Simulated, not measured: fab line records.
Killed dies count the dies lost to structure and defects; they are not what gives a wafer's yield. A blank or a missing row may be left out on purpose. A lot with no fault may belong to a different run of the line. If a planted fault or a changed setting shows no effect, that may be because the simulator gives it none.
fab line records | flow n5_finfet
[record] lots = 5 wafers = 15 last_day = 18
route steps=1938 shown BEOL_M0_CUTY@704 BEOL_M0@715 BEOL_M4@1111
lots with no fault: from the same line, run without faults
start_h: the number of hours between the record's first day and the start of the first shown wafer of the lot | wait_h: hours from the lot's prior step to this one | " repeats the value in the row above | L1.1+2: several wafers, shown together as one row | - no value present, or no start provided | * or withheld: withheld | < > ~ a bound
route shown NAME@n: NAME is a module with steps in the file, n the number in the route of the first one | usual: mean and standard deviation over wafers with no fault | same: alike in all rows | chamber/n: place in a boat | sites: each site's reading | _std_site: standard deviation across them | _edge_site: outer sites' mean less inner sites' | radius_mm: how far each site lies from the wafer's centre | mask NAME#n: copy n | behind: the most recent tool/chamber to have shaped the wafer | hold: what put the lot on hold/how long, in hours/how the hold closed | device: the transistor (n, p or np) that didn't switch | end of line: tests run on the same wafers once the route is complete | step lacking rows: just its recipe | killed: at the first sort, the dies lost to defects and structure; wafer yield is something else | map: per-die view of a wafer (x killed, . not killed, _ where there is no die)
set.NAME: the setting that was run; set.NAME@STEP: the one run at that earlier step | model.NAME: the simulator's own value behind a step, which no gauge read
lots seen at some steps along the route; tables by step, rows by wafer
services: the hour from which a tool's chamber was out of use, counted from the record's first day as start_h (under 0 if before that day), plus the number of hours and why
[[steps]]
[step N5_BEOL_M0_CUTY_SOFTBAKE_53]
[recipe] temp_c = 110 time_s = 60 resist = CAR-ArF-block
[step N5_BEOL_M0_CUTY_EXPOSE_54]
[recipe] mask_id = M0_ABLK na = 1.35 source_shape = conventional sigma_outer = 0.8 polarization = unpolarized dose_mj = 36
[step N5_BEOL_M0_CUTY_PEB_55]
[recipe] peb_temp_c = 110 peb_time_s = 60 resist = CAR-ArF-block
[step N5_BEOL_M0_CUTY_DEVELOP_56]
[recipe] develop_time_s = 30 developer = TMAH resist = CAR-ArF-block rinse_liquid = diw dry = air_spin dev_temp_c = 23
[step N5_BEOL_M0_CUTY_CD_MEAS_57]
[recipe] target_cd_nm = 200 landing_energy_ev = 500 detector = se_inlens polarity = line
[usual] cd_nm = 199.6/0.99
// columns lot.wafer tool chamber start_h wait_h cd_nm
L482.1 cd_sem-01 0 140.02 - 198.8
L482.2 " 0 " " 199.2
L482.4 " 0 " " 199.5
L485.2 cd_sem-01 0 158.38 - 200.5
L485.4 " 0 " " 200.2
L485.5 " 0 " " 200.5
L488.2 cd_sem-01 0 176.78 - 199.7
L488.3 " 0 " " 199.7
L488.5 " 0 " " 200.7
L490.4 cd_sem-01 0 189.63 - 200.7
L490.5 " 0 " " 200.6
L490.6 " 0 " " 200.7
L496.3 cd_sem-03 0 238.53 - 198.7
L496.4 " 0 " " 198.5
L496.6 " 0 " " 200.6
[step N5_BEOL_M0_CUTY_OVL_MEAS_58]
[recipe] points_per_wafer = 44
[usual] M0_ABLK_OVL = -0.1/0.66
[same] points_per_wafer = 44
// columns lot.wafer tool chamber start_h wait_h M0_ABLK_OVL[nm]
L482.1 overlay-01 0 140.05 0.0 1.0
L482.2 " 0 " " 0.3
L482.4 " 0 " " 0.9
L485.2 overlay-02 0 158.41 0.0 0.1
L485.4 " 0 " " -0.7
L485.5 " 0 " " -0.2
L488.2 overlay-01 0 176.81 0.0 -0.2
L488.3 " 0 " " -0.6
L488.5 " 0 " " 0.5
L490.4 overlay-02 0 189.66 0.0 0.3
L490.5 " 0 " " -0.6
L490.6 " 0 " " 0.3
L496.3 overlay-02 0 238.57 0.0 -0.5
L496.4 " 0 " " 0.0
L496.6 " 0 " " -0.4
[step N5_BEOL_M0_CUTY_INSPECT_59]
[recipe] mode = adi inspect_instrument = macro
[usual] raw_defect_count = 1.8/1.4
// columns lot.wafer tool chamber start_h wait_h raw_defect_count
L482.1 defect_inspect-01 - 140.07 0.0 1
L482.2 " - " " 2
L482.4 " - " " 4
L485.2 defect_inspect-01 - 158.44 0.0 1
L485.4 " - " " 1
L485.5 " - " " 1
L488.2 defect_inspect-01 - 176.83 0.0 1
L488.3 " - " " 5
L488.5 " - " " 1
L490.4 defect_inspect-01 - 189.69 0.0 0
L490.5 " - " " 1
L490.6 " - " " 1
L496.3 defect_inspect-02 - 238.59 0.0 3
L496.4 " - " " 1
L496.6 " - " " 1
[step N5_BEOL_M0_CUTY_DESCUM_61]
[recipe] chemistry = O2 time_s = 7.9 source_power_w = 50 bias_power_w = 20 pressure_mtorr = 20 rf_frequency_hz = 2.712e+07 temp_c = 40 resist = CAR-ArF-block o2_flow_sccm = 225
[usual] bias_power_w = 20.00/0.055 drypump_motor_current_A = 5.7/0.45 oes_product_au = 0.81/0.068 rf_vpp_V = 243.0/1.4 showerhead_plenum_p_Torr = 2.08/0.076 throttle_valve_pct = 20.35/0.11
// columns lot.wafer tool chamber start_h wait_h bias_power_w drypump_motor_current_A oes_product_au rf_hours_counter_h rf_vpp_V showerhead_plenum_p_Torr throttle_valve_pct
L482.1 rie_diel-02 1 140.33 0.3 19.94 6.1 0.77 127 241.7 2.00 20.38
L482.2 " 0 " " 19.95 5.2 0.71 180 245.1 2.07 20.35
L482.4 " 2 " " 20.01 5.7 0.91 33 241.9 2.03 20.39
L485.2 rie_diel-02 0 158.82 0.4 19.98 5.2 0.70 187 243.2 2.07 20.39
L485.4 " 3 " " 20.08 5.9 0.77 128 246.0 2.20 20.14
L485.5 " 3 " " 19.99 5.9 0.77 - 245.9 2.20 20.12
L488.2 rie_diel-01 3 176.87 0.0 20.07 6.2 0.79 112 241.9 2.02 20.38
L488.3 " 2 " " 19.91 5.6 0.77 125 242.0 2.11 20.44
L488.5 " 0 " " 19.99 6.2 0.83 - 242.6 2.03 20.33
L490.4 rie_diel-01 3 189.82 0.1 19.94 6.2 0.77 118 241.5 2.02 20.40
L490.5 " 1 " " 20.04 5.1 0.96 - 244.8 2.25 20.45
L490.6 " 2 " " 19.95 5.6 0.77 - 243.5 2.11 20.44
L496.3 rie_diel-02 1 238.62 0.0 20.00 6.1 0.75 164 242.4 1.99 20.41
L496.4 " 0 " " 19.95 5.2 0.69 217 242.0 2.06 20.43
L496.6 " 1 " " 19.94 6.1 0.75 - 243.5 1.99 20.42
[step N5_BEOL_M0_CUTY_ETCH_62]
[recipe] chemistry = CF4 target = SiARC mask_material = CAR-ArF-block time_s = 58.5 ion_energy_ev = 80 pressure_mtorr = 40 source_w = 545 bias_w = 36 Ar_flow_sccm = 100 cf4_flow_sccm = 100 ends = cleared
[usual] drypump_motor_current_A = 5.7/0.45 etch_rf_on_time_s = 58.5/1 oes_product_au = 0.69/0.059 rf_vpp_V = 183.9/1.1 showerhead_plenum_p_Torr = 2.13/0.063 throttle_valve_pct = 15.57/0.14
// columns lot.wafer tool chamber start_h wait_h drypump_motor_current_A etch_rf_on_time_s oes_product_au rf_hours_counter_h rf_vpp_V showerhead_plenum_p_Torr throttle_valve_pct
L482.1 rie_diel-02 1 140.36 0.0 6.1 58.6 0.66 127 182.7 2.07 15.69
L482.2 " 0 " " 5.2 59.7 0.61 180 182.4 2.14 15.74
L482.4 " 2 " " 5.7 57.2 0.77 33 184.1 2.10 15.64
L485.2 rie_diel-02 0 158.86 0.0 5.2 59.6 0.60 187 185.4 2.14 15.75
L485.4 " 3 " " 5.9 58.0 0.65 128 185.1 2.24 15.31
L485.5 " 3 " " 5.9 58.2 0.65 - 184.1 2.24 15.29
L488.2 rie_diel-01 3 176.90 0.0 6.2 59.1 0.66 112 183.4 2.07 15.53
L488.3 " 2 " " 5.6 59.1 0.65 125 184.4 2.15 15.58
L488.5 " 0 " " 6.2 57.6 0.71 - 182.3 2.10 15.63
L490.4 rie_diel-01 3 189.86 0.0 6.2 59.3 0.65 118 184.1 2.07 15.53
L490.5 " 1 " " 5.1 57.6 0.82 - 186.4 2.27 15.37
L490.6 " 2 " " 5.6 58.5 0.65 - 185.1 2.15 15.59
L496.3 rie_diel-02 1 238.66 0.0 6.1 58.0 0.63 165 182.8 2.05 15.75
L496.4 " 0 " " 5.2 59.4 0.58 217 184.0 2.13 15.82
L496.6 " 1 " " 6.1 58.1 0.63 - 182.6 2.05 15.77
[step N5_BEOL_M0_CUTY_ETCH_63]
[recipe] chemistry = N2/H2 target = SOC target_depth_a = 827 overetch_a = 165 mask_material = SiARC temp_c = 40 ion_energy_ev = 200 time_s = 124 pressure_mtorr = 30 source_w = 840 bias_w = 150 n2_flow_sccm = 200 h2_flow_sccm = 200
[usual] drypump_motor_current_A = 5.7/0.45 oes_product_au = 0.66/0.053 rf_vpp_V = 523.4/2.3 showerhead_plenum_p_Torr = 2.52/0.083 throttle_valve_pct = 17.78/0.21
// columns lot.wafer tool chamber start_h wait_h drypump_motor_current_A oes_product_au rf_hours_counter_h rf_vpp_V showerhead_plenum_p_Torr throttle_valve_pct
L482.1 rie_diel-02 1 140.41 0.0 6.1 0.64 127 521.8 2.43 17.71
L482.2 " 0 " " 5.2 0.59 180 523.0 2.53 17.96
L482.4 " 2 " " 5.7 0.73 33 521.7 2.50 18.15
L485.2 rie_diel-02 0 158.90 0.0 5.2 0.58 187 525.0 2.53 17.97
L485.4 " 3 " " 5.9 0.63 128 526.2 2.67 17.51
L485.5 " 3 " " 5.9 0.63 - 527.1 2.67 17.49
L488.2 rie_diel-01 3 176.95 0.0 6.2 0.64 112 520.2 2.45 17.72
L488.3 " 2 " " 5.6 0.63 125 526.1 2.57 17.93
L488.5 " 0 " " 6.2 0.68 - 523.1 2.46 17.66
L490.4 rie_diel-01 3 189.90 0.0 6.1 0.64 118 521.1 2.45 17.72
L490.5 " 1 " " 5.0 0.77 - 529.0 2.70 17.61
L490.6 " 2 " " 5.7 0.62 - 526.3 2.56 17.94
L496.3 rie_diel-02 1 238.70 0.0 6.2 0.61 165 521.2 2.42 17.79
L496.4 " 0 " " 5.2 0.56 217 522.7 2.52 18.02
L496.6 " 1 " " 6.1 0.60 - 521.6 2.41 17.77
[step N5_BEOL_M0_CUTY_STRIP_64]
[recipe] chemistry = N2/H2 temp_c = 40 n2_flow_sccm = 200 h2_flow_sccm = 200 rf_frequency_hz = 6e+07
[step N5_BEOL_M0_ETCH_138]
[recipe] chemistry = CH3F/O2 target_depth_a = 120 target = SiCN time_s = 31.6 ion_energy_ev = 120 pressure_mtorr = 30 source_w = 395 bias_w = 75 Ar_flow_sccm = 150 CH3F_flow_sccm = 30 O2_flow_sccm = 20 ends = cleared
[usual] drypump_motor_current_A = 5.7/0.45 etch_rf_on_time_s = 29.4/0.77 oes_product_au = 0.69/0.058 rf_vpp_V = 297.0/1.7 showerhead_plenum_p_Torr = 1.99/0.065 throttle_valve_pct = 16.28/0.14
// columns lot.wafer tool chamber start_h wait_h drypump_motor_current_A etch_rf_on_time_s oes_product_au rf_hours_counter_h rf_vpp_V showerhead_plenum_p_Torr throttle_valve_pct
L482.1 rie_diel-02 1 140.53 0.0 6.1 28.1 0.65 127 295.5 1.93 16.40
L482.2 " 0 " " 5.2 30.8 0.61 180 295.5 2.00 16.43
L482.4 " 2 " " 5.7 29.2 0.77 33 297.4 1.96 16.38
L485.2 rie_diel-02 0 159.03 0.0 5.2 29.5 0.61 187 296.4 2.00 16.46
L485.4 " 3 " " 5.9 29.5 0.66 128 297.9 2.10 16.01
L485.5 " 3 " " 5.9 28.5 0.66 - 299.7 2.10 16.04
L488.2 rie_diel-01 3 177.07 0.0 6.2 29.4 0.67 112 294.8 1.94 16.25
L488.3 " 2 " " 5.6 27.9 0.66 125 298.6 2.01 16.29
L488.5 " 0 " " 6.2 29.7 0.71 - 296.8 1.95 16.28
L490.4 rie_diel-01 3 190.03 0.0 6.2 29.5 0.66 118 294.2 1.93 16.28
L490.5 " 1 " " 5.0 29.4 0.81 - 298.6 2.13 16.13
L490.6 " 2 " " 5.6 29.6 0.65 - 297.3 2.01 16.30
L496.3 rie_diel-02 1 238.83 0.0 6.1 28.7 0.62 165 295.4 1.92 16.48
L496.4 " 0 " " 5.2 30.0 0.59 217 297.1 1.98 16.50
L496.6 " 1 " " 6.1 30.0 0.63 - 295.7 1.91 16.48
[step N5_BEOL_M0_HM_OPEN_105]
[recipe] chemistry = Cl2/BCl3 target_depth_a = 120 target = TiN ion_energy_ev = 150 pressure_mtorr = 10 icp_w = 1000 bias_w = 126 Cl2_flow_sccm = 53.25 bcl3_flow_sccm = 21.75 Ar_flow_sccm = 25
[usual] drypump_motor_current_A = 5.9/0.33 oes_product_au = 0.75/0.12 throttle_valve_pct = 21.98/0.19
// columns lot.wafer tool chamber start_h wait_h drypump_motor_current_A oes_product_au rf_hours_counter_h throttle_valve_pct model.etch.depth_nm
L482.1 rie_metal-02 1 142.85 2.3 5.9 0.61 115 22.23 11.63
L482.2 " 0 " " 6.2 0.59 130 21.97 11.49
L482.4 " 0 " " 6.2 0.59 - 21.97 11.61
L485.2 rie_metal-01 0 160.50 1.4 6.4 0.78 47 21.71 12.15
L485.4 " 1 " " 5.7 0.79 - 22.03 11.9
L485.5 " 0 " " 6.3 0.78 - 21.73 11.97
L488.2 rie_metal-02 0 178.21 1.1 6.2 0.62 134 21.89 12.75
L488.3 " 0 " " 6.2 0.62 - 21.88 12.78
L488.5 " 1 " " 5.9 0.60 - 22.26 11.53
L490.4 rie_metal-03 1 191.51 1.4 5.4 0.83 - 21.84 11.78
L490.5 " 1 " " 5.4 0.82 - 21.82 11.8
L490.6 " 0 " " 5.4 0.93 - 22.02 12.5
L496.3 rie_metal-03 1 240.28 1.4 5.4 0.80 - 21.85 11.86
L496.4 " 0 " " 5.4 0.89 - 22.03 12.56
L496.6 " 0 " " 5.5 0.90 - 22.02 12.55
[step N5_BEOL_M0_STRIP_140]
[recipe] chemistry = CF4 resist = SiARC power_w = 300 bias_power_w = 75 pressure_mtorr = 50 cf4_flow_sccm = 150 rf_frequency_hz = 6e+07
[usual] bias_power_w = 75.03/0.25 drypump_motor_current_A = 5.7/0.46 oes_product_au = 0.79/0.061 rf_vpp_V = 270.8/1.5 showerhead_plenum_p_Torr = 1.78/0.048 throttle_valve_pct = 13.53/0.16
// columns lot.wafer tool chamber start_h wait_h bias_power_w drypump_motor_current_A oes_product_au rf_hours_counter_h rf_vpp_V showerhead_plenum_p_Torr throttle_valve_pct
L482.1 rie_diel-01 3 143.39 0.5 75.00 6.2 0.78 101 270.1 1.73 13.45
L482.2 " 1 " " 75.13 5.0 0.68 243 268.3 1.69 13.85
L482.4 " 2 " " 74.86 5.7 0.77 113 270.2 1.80 13.52
L485.2 rie_diel-04 1 160.68 0.1 74.83 5.4 0.77 133 269.2 1.73 13.57
L485.4 " 0 " " 74.68 6.1 0.87 29 269.8 1.77 13.50
L485.5 " 2 " " 75.04 4.7 0.88 - 271.5 1.83 13.28
L488.2 rie_diel-04 1 178.46 0.2 75.47 5.3 0.76 138 269.5 1.73 13.59
L488.3 " 2 " " 75.01 4.7 0.87 40 272.6 1.82 13.30
L488.5 " 2 " " 75.04 4.8 0.88 - 273.0 1.82 13.27
L490.4 rie_diel-04 3 191.68 0.1 75.19 5.5 0.83 56 273.2 1.82 13.45
L490.5 " 3 " " 75.53 5.5 0.82 - 271.6 1.82 13.47
L490.6 " 2 " " 75.24 4.7 0.87 - 274.8 1.82 13.30
L496.3 rie_diel-01 3 240.46 0.1 74.83 6.1 0.75 138 269.8 1.72 13.50
L496.4 " 1 " " 75.01 5.0 0.88 - 271.6 1.89 13.31
L496.6 " 0 " " 74.92 6.3 0.78 - 269.7 1.75 13.65
[step N5_BEOL_M4_RC_MEAS_101]
[usual] DIBL_N = 36.0/2 DIBL_P = 36.2/2.2 IOFF_N = 0.16/0.034 IOFF_P = 0.21/0.04 ION_N = 675/12 ION_P = 463/7.2 SS_N = 71.6/0.6 SS_P = 73.3/0.67 VT_N = 250/3 VT_P = -251/3.4
// columns lot.wafer tool chamber start_h wait_h DIBL_N[mV/V] DIBL_P[mV/V] IOFF_N[nA/um] IOFF_P[nA/um] ION_N[uA/um] ION_P[uA/um] SS_N[mV/dec] SS_P[mV/dec] VT_N[mV] VT_P[mV]
L482.1 prober-02 0 198.04 0.0 36.6 36.0 0.16 0.19 676 453 71.6 73.0 251 -252
L482.2 " 0 " " 38.2 39.2 0.20 0.22 701 466 72.3 73.4 247 -251
L482.4 " 0 " " 38.3 38.1 0.19 0.21 691 465 72.0 73.6 247 -250
L485.2 prober-01 0 217.83 0.2 35.2 36.0 0.18 0.23 690 472 72.1 72.8 243 -248
L485.4 " 0 " " 31.9 32.0 0.11 0.17 665 459 70.5 72.5 255 -253
L485.5 " 0 " " 34.9 35.7 0.16 0.22 677 468 70.7 72.6 250 -247
L488.2 prober-02 0 234.80 0.2 35.9 36.9 0.17 0.21 675 456 72.1 73.2 251 -253
L488.3 " 0 " " 35.2 35.1 0.16 0.17 680 460 71.4 73.1 251 -254
L488.5 " 0 " " 35.8 35.8 0.16 0.19 673 458 71.1 73.7 251 -254
L490.4 prober-01 0 245.66 0.5 35.2 37.1 0.16 0.24 673 468 70.8 73.5 250 -244
L490.5 " 0 " " 35.5 36.8 0.16 0.23 680 465 70.9 73.3 250 -249
L490.6 " 0 " " 35.8 38.0 0.17 0.25 685 474 71.6 73.7 249 -249
L496.3 prober-01 0 312.86 1.0 36.8 36.8 0.18 0.24 684 467 71.7 73.1 250 -249
L496.4 " 0 " " 35.8 35.7 0.16 0.22 675 464 71.6 73.1 250 -250
L496.6 " 0 " " 35.8 35.8 0.15 0.21 674 463 72.2 73.4 252 -250
[[services]]
// columns tool chamber start_h hours kind
rie_metal-02 - 120.62 4.0 pm
rie_diel-01 3 123.27 6.5 repair
rie_diel-02 0 128.23 12.0 repair
rie_diel-04 - 131.45 0.3 repair
rie_diel-01 1 162.05 - clean
rie_diel-01 1 162.05 - consumable_replace:focus_ring
rie_diel-01 1 162.05 - consumable_replace:showerhead
rie_diel-01 1 162.05 22.6 scheduled_down
rie_diel-01 1 162.05 22.6 vent_cycle
rie_metal-02 0 182.77 - clean
rie_metal-02 0 182.77 20.1 scheduled_down
rie_metal-02 0 182.77 20.1 vent_cycle
rie_diel-01 - 196.61 0.9 repair
rie_diel-04 3 198.02 17.3 repair
rie_metal-02 - 210.06 10.0 pm
rie_diel-02 2 220.41 6.5 repair
rie_diel-04 1 221.06 3.8 repair
rie_diel-01 2 231.74 9.0 repair
[[key]]
first_sign none at tools or gauges
[model_effect] step = N5_BEOL_M0_HM_OPEN_105 value = etch.depth_nm without = 11.62 struck = 12.77
met_at N5_BEOL_M0_HM_OPEN_105
struck_wafers L488.2,L488.3
onset_between 142.85 178.21
[fault] kind = process_parameter_drift tool = rie_metal-02 chamber = 0 onset_h = 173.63 steps = N5_BEOL_M0_HM_OPEN_105 channel = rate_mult offset = 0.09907 shape = step end_h = 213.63
